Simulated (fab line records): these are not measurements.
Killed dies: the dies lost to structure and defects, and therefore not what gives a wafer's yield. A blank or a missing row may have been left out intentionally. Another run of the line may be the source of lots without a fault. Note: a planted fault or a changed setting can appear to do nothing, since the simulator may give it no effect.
Chamber matching    flow nand harc    4 sister chambers for NHARC_A_STAIRCASE_DESCUM_291 on rie diel-04
The step chemistry O2, time 3 s. 24 wafers are shown with their chamber, then 12 later ones without.

## WAFERS, EACH WITH ITS CHAMBER
wafer   chamber  showerhead plenum p Torr (Torr)  drypump motor current A (A)  oes product au (a.u.)
L075.1  1        1.78                             5.0                          1.002
L075.3  0        2.04                             5.7                          0.984
L075.5  3        1.87                             5.4                          1.013
L076.1  1        1.77                             5.0                          1.006
L076.4  0        2.04                             5.7                          0.997
L076.5  3        1.87                             5.5                          1.014
L079.1  2        1.79                             5.4                          0.997
L079.2  1        1.77                             5.0                          1.002
L079.3  3        1.87                             5.5                          1.007
L079.4  1        1.77                             5.0                          1.010
L079.5  3        1.87                             5.4                          1.001
L079.6  2        1.79                             5.4                          0.999
L081.1  2        1.79                             5.4                          0.994
L081.3  3        1.87                             5.5                          1.004
L081.5  3        1.87                             5.5                          1.005
L084.2  2        1.78                             5.4                          0.987
L084.3  0        2.03                             5.7                          0.991
L084.6  1        1.77                             5.0                          1.005
L086.1  2        1.78                             5.4                          0.995
L086.2  3        1.86                             5.5                          0.999
L086.5  3        1.86                             5.4                          1.005
L086.3  1        1.76                             5.0                          1.011
L086.4  0        2.03                             5.7                          1.003
L086.6  0        2.03                             5.7                          0.997

SIGNATURES (means of the wafers above)
reading                   chamber 0  chamber 1  chamber 2  chamber 3  scatter within a chamber
showerhead plenum p Torr  2.0340     1.7700     1.7860     1.8675     0.00543
drypump motor current A   5.700      5.000      5.400      5.463      0.0306
oes product au            0.99440    1.00600    0.99440    1.00600    0.00528
Rule: distance of a wafer from a chamber = root of the sum over the readings of ((wafer's reading minus chamber's mean) / reading's scatter) squared. The wafer belongs to the nearest chamber; if the next one is less than 2 further off, it can't be placed. The scatter is the square root of a quotient: the sum, over the shown wafers, of each reading's squared deviation from its chamber's mean, divided by wafers minus chambers.

## WAFERS MISSING THEIR CHAMBER
wafer   showerhead plenum p Torr (Torr)  drypump motor current A (A)  oes product au (a.u.)
L087.3  1.76                             5.0                          1.001
L087.5  1.78                             5.4                          0.993
L087.6  1.76                             5.0                          1.009
L087.1  1.86                             5.5                          0.999
L087.2  2.03                             5.7                          0.985
L087.4  1.78                             5.4                          0.986
L096.1  2.07                             5.0                          1.005
L096.2  1.85                             5.4                          1.003
L096.5  1.78                             5.4                          0.998
L097.2  1.85                             5.5                          1.010
L097.3  2.07                             5.0                          1.007
L097.4  2.02                             5.7                          1.006

## CHAMBER TAKEN BY EACH
wafer    from the rows above   in truth
L087.3   1                     1
L087.5   2                     2
L087.6   1                     1
L087.1   3                     3
L087.2   0                     0
L087.4   2                     2
L096.1   0                     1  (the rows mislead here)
L096.2   3                     3
L096.5   2                     2
L097.2   3                     3
L097.3   0                     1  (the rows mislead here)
L097.4   0                     0
Placed correctly: 10 of 12. Not placeable from these rows: 0. 2 placed wrongly.
